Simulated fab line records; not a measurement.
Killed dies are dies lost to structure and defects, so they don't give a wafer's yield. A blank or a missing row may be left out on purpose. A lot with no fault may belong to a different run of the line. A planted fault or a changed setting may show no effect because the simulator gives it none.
Struck lot and sound lot, side by side ; flow n5_finfet ; 33 out of 1938 route steps
Sound: the wafers L399.1, L399.4, L399.6. The struck wafers were L412.2, L412.3, L412.4. The cause comes at the end.
Each step with rows lists, per side, the tool, then ch with its chambers, then its first start. Under that, the readings that differ: sound wafers ; struck wafers ; difference of the means ; sigmas: that difference in standard deviations of wafers without a fault.
alike: readings with means less than 2 such deviations apart, plus words and numbers identical on both sides. not compared: withheld readings, readings lacking a value on some wafer, bounds such as >300 that could conceal the same value, and numbers that have no deviation in the record and whose values overlap.
The two part at a step that has a row with sigmas, a row that says differs or no value, or rows on one side only. Numbers that don't overlap but have no deviation are shown without sigmas and don't part them. A reading that every wafer of one side lacks parts them only if that side has two wafers or more.

first, 11 steps without rows for these wafers: N5_GATE_CUT_SRD_32 (time 30 s); N5_GATE_CUT_SAC_CAP_01 (material SiNx, target thk 24 nm, pulse time 1 s, ald cycles 480); N5_GATE_CUT_PECVD_57 (deposits SiNx from SiH4/NH3/N2, target thk 21 nm); N5_GATE_CUT_CMP_02 (polishes, stops on SiO2, t overpolish 12.7 s, target thk 0 nm); N5_GATE_CUT_HM_DEP_46 (deposits SiO2 from TEOS/O2, target thk 130 nm, time 26.6 s); N5_GATE_CUT_COAT_34 (time 60 s, resist thk 60 nm); N5_GATE_CUT_COAT_35 (time 60 s, resist thk 10 nm); N5_GATE_CUT_COAT_27 (time 60 s, resist thk 10 nm); N5_GATE_CUT_COAT_07 (resist thk 30 nm); N5_GATE_CUT_EBR_09; N5_GATE_CUT_SOFTBAKE_08 (time 60 s).
N5_GATE_CUT_EXPOSE_10: exposes mask GATE CUT, target cd 20 nm.
  sound on euv_scanner-01 ch 0, day 4 14:02; struck on euv_scanner-02 ch 0, day 7 19:32
reading;sound;struck;difference;sigmas
exposure_dose_mJ_cm2;43.28 43.23 43.25;44.16 44.15 44.14;+0.90;+9
  alike: mask, reticle_temp_C
then, 2 steps without rows for these wafers: N5_GATE_CUT_PEB_11 (peb time 60 s); N5_GATE_CUT_DEVELOP_12 (develop time 30 s).
N5_GATE_CUT_CD_MEAS_13: target cd 20 nm.
  sound on cd_sem-01 ch 0, day 4 14:10; struck on cd_sem-01 ch 0, day 7 19:40
reading;sound;struck;difference;sigmas
cd_nm (nm);19.43 19.68 19.78;19.19 18.57 17.72;-1.14;-4
N5_GATE_CUT_OVL_MEAS_14:
  sound on overlay-02 ch 0, day 4 14:12; struck on overlay-01 ch 0, day 7 19:41
  alike: GATE_CUT_OVL
N5_GATE_CUT_INSPECT_15: inspects for defects (brightfield).
  sound on defect_inspect-01, day 4 14:16; struck on defect_inspect-01, day 7 19:45
  alike: raw_defect_count
N5_GATE_CUT_DESCUM_18: chemistry O2, time 7 s.
  sound on rie_diel-06 ch 2,3, day 4 14:19; struck on rie_diel-05 ch 0,1,2, day 7 19:47
reading;sound;struck;difference;sigmas
model.GATE_CUT.cd_nm (nm);20 20.2 19.8;18.8 18.8 17.8;-1.5;
  alike: drypump_motor_current_A, oes_product_au, rf_vpp_V, showerhead_plenum_p_Torr, throttle_valve_pct
  not compared: rf_hours_counter_h
N5_GATE_CUT_ETCH_28: etches underlayer in N2/H2, target depth 13 nm, time 10.4 s.
  sound on rie_diel-06 ch 2,3, day 4 14:21; struck on rie_diel-05 ch 0,1,2, day 7 19:49
reading;sound;struck;difference;sigmas
etch_rf_on_time_s (s);10.53 10.92 10.47;10.15 10.07 9.93;-0.59;-2
  alike: drypump_motor_current_A, oes_product_au, rf_vpp_V, showerhead_plenum_p_Torr, throttle_valve_pct
  not compared: rf_hours_counter_h
then, 1 step without rows for these wafers: N5_GATE_CUT_ETCH_36 (etches SiARC in CF4, target depth 13 nm, time 21.7 s).
N5_GATE_CUT_ETCH_37: etches SOC in N2/H2, target depth 60 nm, overetch 12 nm, time 90 s.
  sound on rie_diel-06 ch 2,3, day 4 14:23; struck on rie_diel-05 ch 0,1,2, day 7 19:52
  alike: drypump_motor_current_A, oes_product_au, rf_vpp_V, showerhead_plenum_p_Torr, throttle_valve_pct
  not compared: rf_hours_counter_h
then, 3 steps without rows for these wafers: N5_GATE_CUT_STRIP_38 (strips in N2/H2); N5_GATE_CUT_STRIP_39 (strips in N2/H2); N5_GATE_CUT_HM_OPEN_40 (chemistry C4F6/O2, target SiO2, target depth 139 nm, time 85.1 s).
N5_GATE_CUT_STRIP_41: strips in CF4.
  sound on rie_diel-06 ch 2,3, day 4 14:32; struck on rie_diel-05 ch 0,1,2, day 7 20:01
  alike: drypump_motor_current_A, oes_product_au, power_w, rf_vpp_V, showerhead_plenum_p_Torr, throttle_valve_pct
  not compared: rf_hours_counter_h
then, 2 steps without rows for these wafers: N5_GATE_CUT_STRIP_42 (strips in O2); N5_GATE_CUT_ETCH_19 (etches SiNx in CH3F/O2, target depth 53.7 nm, time 76.7 s).
N5_GATE_CUT_CUT_ETCH_53: etches W in SF6/Cl2, target depth 79.2 nm.
  sound on rie_metal-01 ch 0,1, day 4 14:43; struck on rie_metal-03 ch 0,1, day 7 20:10
reading;sound;struck;difference;sigmas
etch_rf_on_time_s (s);24.9 25.0 25.9;26.9 27.0 26.2;+1.4;+2
  alike: drypump_motor_current_A, oes_product_au, throttle_valve_pct
  not compared: rf_hours_counter_h
then, 1 step without rows for these wafers: N5_GATE_CUT_CUT_ETCH_54 (etches TiN in Cl2/BCl3, target depth 96.7 nm).
N5_GATE_CUT_CUT_ETCH_55: etches HfO2 in BCl3, target depth 3.2 nm.
  sound on rie_metal-01 ch 0,1, day 4 14:50; struck on rie_metal-03 ch 0,1, day 7 20:17
  alike: drypump_motor_current_A, oes_product_au, throttle_valve_pct
  not compared: rf_hours_counter_h
N5_GATE_CUT_ETCH_47: etches SiO2 in Cl2/BCl3, target depth 10 nm.
  sound on rie_metal-01 ch 0,1, day 4 14:52; struck on rie_metal-03 ch 0,1, day 7 20:19
reading;sound;struck;difference;sigmas
model.GATE_CUT.cd_nm (nm);19.8 20.2 19.8;19.6 19.6 18.4;-0.7;
  alike: drypump_motor_current_A, oes_product_au, throttle_valve_pct
  not compared: rf_hours_counter_h
then, 1 step without rows for these wafers: N5_GATE_CUT_VAPOR_ETCH_48 (etches TiN in BCl3/Cl2).
-- record jumps: 5 days separate the struck wafers' starts on either side; left off in module GATE_CUT, taken up again in module BEOL_M4, whose first shown step is the route's number 1111 --
N5_BEOL_M4_RC_MEAS_101:
  sound on prober-01 ch 0, day 8 17:41; struck on prober-01 ch 0, day 13 01:38
  alike: DIBL_N, DIBL_P, IOFF_N, IOFF_P, ION_N, ION_P, SS_N, SS_P, VT_N, VT_P

WHERE THEY PART
Last at N5_GATE_CUT_CUT_ETCH_53 as far as this record goes, first at N5_GATE_CUT_EXPOSE_10. Later steps at which nothing parts them and some readings are alike: N5_GATE_CUT_CUT_ETCH_55, N5_GATE_CUT_ETCH_47, N5_BEOL_M4_RC_MEAS_101.

WHY: the cause the simulator had injected
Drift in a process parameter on euv_scanner-02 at N5_GATE_CUT_EXPOSE_10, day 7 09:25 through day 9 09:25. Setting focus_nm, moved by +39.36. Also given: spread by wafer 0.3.
